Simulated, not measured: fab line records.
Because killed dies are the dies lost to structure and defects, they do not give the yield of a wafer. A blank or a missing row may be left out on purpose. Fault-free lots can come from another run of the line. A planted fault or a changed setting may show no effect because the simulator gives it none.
Chamber matching    flow nand-harc    NHARC_P_CONTACT_ALD_22 on ald-metal-04 has 4 sister chambers
The step deposits TiN, target thk 3 nm, pulse time 1 s, ald cycles 150. 4 wafers are shown with their chamber, then 9 later ones without.

## WAFERS, EACH WITH ITS CHAMBER
wafer   chamber  heater-power-w (W)
L081.3  3        1277
L086.5  0        1087
L088.1  2        1149
L088.5  1        972

## WAFERS WHOSE CHAMBER IS MISSING
wafer   heater-power-w (W)
L091.1  1080
L091.5  949
L091.6  1099
L095.1  941
L095.3  1180
L095.4  1146
L096.1  1064
L096.4  1196
L096.6  1052

## THE CHAMBER EACH PASSED THROUGH
wafer    from the rows above       in truth
L091.1   0                         0
L091.5   1                         1
L091.6   can't be placed: 0 or 2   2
L095.1   1                         1
L095.3   2                         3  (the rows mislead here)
L095.4   2                         2
L096.1   0                         0
L096.4   can't be placed: 2 or 3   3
L096.6   can't be placed: 0 or 1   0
Correctly placed: 5 of 9. Not placeable from these rows: 3 (in 3, the candidates include the true chamber). Placed wrongly: 1.
How it was worked out, from the rows above alone: a wafer's distance from a chamber is the root of the sum, over the readings, of the square of ((its reading less the chamber's mean) divided by the reading's scatter). If the next closest chamber is less than 2 further off than the closest, the wafer can't be placed; otherwise it belongs to the closest. A chamber's mean is the mean of its shown wafers. The scatter: with one shown wafer a chamber, the root of the mean of the squares of how far each hidden wafer lies from its nearest shown one.
